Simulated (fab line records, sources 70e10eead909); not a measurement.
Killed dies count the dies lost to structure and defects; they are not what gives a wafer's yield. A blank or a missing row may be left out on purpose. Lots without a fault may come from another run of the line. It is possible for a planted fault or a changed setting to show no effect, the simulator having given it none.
A struck lot beside a sound one	flow nandHarc	13 steps out of a route of 1159
Sound: wafers L752.1, L752.5, L752.6. Struck: wafer L754.3. (L754.5 of the same lot was not struck and is left out.) The cause comes at the end.
Per side, at each step with rows, come the tool, then ch with its chambers, and then its first start. Under that, the readings that differ: sound wafers	struck wafers	difference of the means	sigmas: that difference in standard deviations of wafers without a fault.
alike: same words and numbers on both sides, and readings whose means sit less than 2 such deviations apart. not compared: any withheld reading, any reading some wafer has no value for, any bound like >300 that may hide the same value, and any number with overlapping values for which the record gives no deviation.
A row with sigmas, a row that says differs or no value, or rows on one side alone: a step with any of these is where the two part. Non-overlapping numbers with no deviation appear without sigmas and do not part them. A reading missing from all wafers of one side parts the sides only when that side holds two or more wafers.

NHARC_A_WL_FILL_ALD_02: deposits TiN, target thk 2 nm, pulse time 3 s, ald cycles 100.
  sound on aldMetal-01 ch 0,1,3, day 14 21:39; struck on aldMetal-01 ch 3, day 15 05:35
  alike: heaterPowerW, precursorPulseHeightRel
then, 1 step without rows for these wafers: NHARC_A_WL_FILL_CVD_03 (deposits W, target thk 40 nm, time 3302 s).
NHARC_A_WL_FILL_ETCHBACK_04: etches the open film in NF3, target depth 60 nm, time 120 s.
  sound on rieMetal-02 ch 0,1, day 15 01:43; struck on rieMetal-01 ch 0, day 15 11:47
  alike: drypumpMotorCurrentA, oesProductAu, runLengthS
  not compared: rfHoursCounterH
NHARC_A_WL_FILL_ETCHBACK_05: etches the open film in Cl2/BCl3, target depth 22 nm, time 60 s.
  sound on rieMetal-02 ch 0,1, day 15 01:58; struck on rieMetal-01 ch 0, day 15 11:57
  alike: drypumpMotorCurrentA, oesProductAu, runLengthS
  not compared: rfHoursCounterH
then, 5 steps without rows for these wafers: NHARC_A_WL_FILL_STRIP_27 (strips in N2/H2, time 20 s); NHARC_A_WL_FILL_STRIP_28 (strips in post etch residue remover, time 1200 s); NHARC_A_WL_FILL_PRECLEAN_06 (cleans in DIW, time 300 s); NHARC_A_WL_FILL_SRD_07; NHARC_A_WL_FILL_ANNEAL_08 (time 1800 s).
NHARC_A_WL_FILL_ALD_10: deposits SiO2, target thk 50 nm, pulse time 10 s, ald cycles 500.
  sound on aldHk-01 ch 0,1, day 15 05:53; struck on aldHk-02 ch 1, day 15 16:26
reading	sound	struck	difference	sigmas
heaterPowerW (W)	523 500 515	383	-130	-3
  alike: precursorPulseHeightRel
NHARC_A_WL_FILL_ETCHBACK_16: etches the open film in C4F8/O2/Ar, target depth 88 nm, time 17.6 s.
  sound on rieDiel-06 ch 0,1,2, day 15 10:35; struck on rieDiel-06 ch 1, day 15 20:35
reading	sound	struck	difference	sigmas
runLengthS (s)	39.8 39.1 39.2	26.5	-12.9	-34
  alike: oesProductAu, rfVppV
  not compared: rfHoursCounterH
NHARC_A_WL_FILL_STRIP_29: strips in O2, time 20 s.
  sound on rieDiel-06 ch 0,1,2, day 15 10:40; struck on rieDiel-06 ch 0, day 15 20:42
  alike: drypumpMotorCurrentA, mfcArSccm, oesProductAu, rfVppV, showerheadPlenumPTorr, throttleValvePct
  not compared: rfHoursCounterH
-- record jumps: 4 days between struck wafers' starts before vs after; left off in module A_WL_FILL, resumes in module END, first step shown is number 1159 of the route --
NHARC_END_SORT_01:
  sound on prober-02 ch 0, day 19 21:52; struck on prober-02 ch 0, day 20 07:17
reading	sound	struck	difference	sigmas
killedAtArray	35 33 38	676	+641	+65
killedDies	38 38 41	677	+638	+64
  alike: killedAtOther, killedAtPeriphery, killedOpen, killedShort

## WHERE THEY PART
First at NHARC_A_WL_FILL_ALD_10; last, within this record, at NHARC_END_SORT_01.

WHY: the cause the simulator had injected
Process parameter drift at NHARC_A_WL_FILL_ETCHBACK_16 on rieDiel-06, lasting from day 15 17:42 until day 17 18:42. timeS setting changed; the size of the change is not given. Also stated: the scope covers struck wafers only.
